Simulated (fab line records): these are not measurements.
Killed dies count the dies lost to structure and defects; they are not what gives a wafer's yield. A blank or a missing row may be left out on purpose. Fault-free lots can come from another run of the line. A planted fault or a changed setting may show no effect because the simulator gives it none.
Matching of chambers | flow nand_harc | 4 sister chambers for NHARC_A_STAIRCASE_ETCHBACK_157 on rie_diel-06
The step etches the open film in CH3F/O2, target depth 90 nm, time 167.14 s. 4 wafers are shown with their chamber, then 10 later ones without.

## WAFERS WITH THEIR CHAMBER
wafer  | chamber | showerhead_plenum_p_Torr (Torr)
L077.3 | 0       | 2.40
L085.4 | 3       | 2.56
L086.2 | 2       | 2.41
L086.4 | 1       | 2.58

## WAFERS WITHOUT THEIR CHAMBER
wafer  | showerhead_plenum_p_Torr (Torr)
L086.5 | 2.39
L092.1 | 2.41
L092.2 | 2.56
L092.4 | 2.41
L095.2 | 2.58
L095.4 | 2.40
L095.5 | 2.55
L096.1 | 2.38
L096.4 | 2.55
L096.5 | 2.38

## THE CHAMBER EACH PASSED THROUGH
wafer  | from the rows above     | in truth
L086.5 | can't be placed: 0 or 2 | 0
L092.1 | can't be placed: 2 or 0 | 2
L092.2 | can't be placed: 3 or 1 | 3
L092.4 | can't be placed: 2 or 0 | 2
L095.2 | can't be placed: 1 or 3 | 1
L095.4 | can't be placed: 0 or 2 | 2
L095.5 | can't be placed: 3 or 1 | 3
L096.1 | can't be placed: 0 or 2 | 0
L096.4 | can't be placed: 3 or 1 | 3
L096.5 | can't be placed: 0 or 2 | 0
0 of 10 placed correctly. Can't be placed from these rows: 10 (the true chamber is among the candidates in 10). Number placed wrongly: 0.
How it was worked out, from the rows above alone: a wafer's distance from a chamber is the root of the sum, over the readings, of the square of ((its reading less the chamber's mean) divided by the reading's scatter). If the next closest chamber is less than 2 further off than the closest, the wafer can't be placed; otherwise it belongs to the closest. The mean given for a chamber averages the wafers shown for that chamber. The scatter (one wafer shown for each chamber): square how far every hidden wafer sits from the nearest shown wafer, average those squares and take the square root.
